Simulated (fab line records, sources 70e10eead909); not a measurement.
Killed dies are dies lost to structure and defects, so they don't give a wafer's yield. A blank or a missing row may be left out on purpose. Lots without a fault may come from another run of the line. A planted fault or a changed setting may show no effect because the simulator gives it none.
Chamber matching | flow nand_harc | NHARC_A_ZERO_WELL_ETCH_13 on rie_si-01: 4 sister chambers
The step etches the open film in HBr/Cl2, target depth 120 nm, time 40.1 s. 4 wafers are shown with their chamber, then 8 later ones without.

WAFERS WITH THEIR CHAMBER
wafer  | chamber | drypump_motor_current_A (A)
L236.2 | 3       | 4.9
L240.4 | 0       | 5.7
L240.5 | 1       | 6.3
L241.2 | 2       | 5.4

WAFERS WITHOUT THEIR CHAMBER
wafer  | drypump_motor_current_A (A)
L241.3 | 4.8
L241.5 | 4.8
L246.1 | 4.9
L246.2 | 5.4
L246.5 | 5.4
L247.1 | 4.8
L247.3 | 6.3
L247.5 | 5.7

WHICH CHAMBER EACH WENT THROUGH
wafer  | from the rows above | in truth
L241.3 | 3                   | 3
L241.5 | 3                   | 3
L246.1 | 3                   | 3
L246.2 | 2                   | 2
L246.5 | 2                   | 2
L247.1 | 3                   | 3
L247.3 | 1                   | 1
L247.5 | 0                   | 0
Placed correctly: 8 of 8. Can't be placed from these rows: 0. Placed wrongly: 0.
How it was worked out, from the rows above alone: a wafer's distance from a chamber is the root of the sum, over the readings, of the square of ((its reading less the chamber's mean) divided by the reading's scatter). The wafer belongs to the nearest chamber; if the next one is less than 2 further off, it can't be placed. A chamber's mean is the mean of its shown wafers. The scatter: with one shown wafer a chamber, the root of the mean of the squares of how far each hidden wafer lies from its nearest shown one.
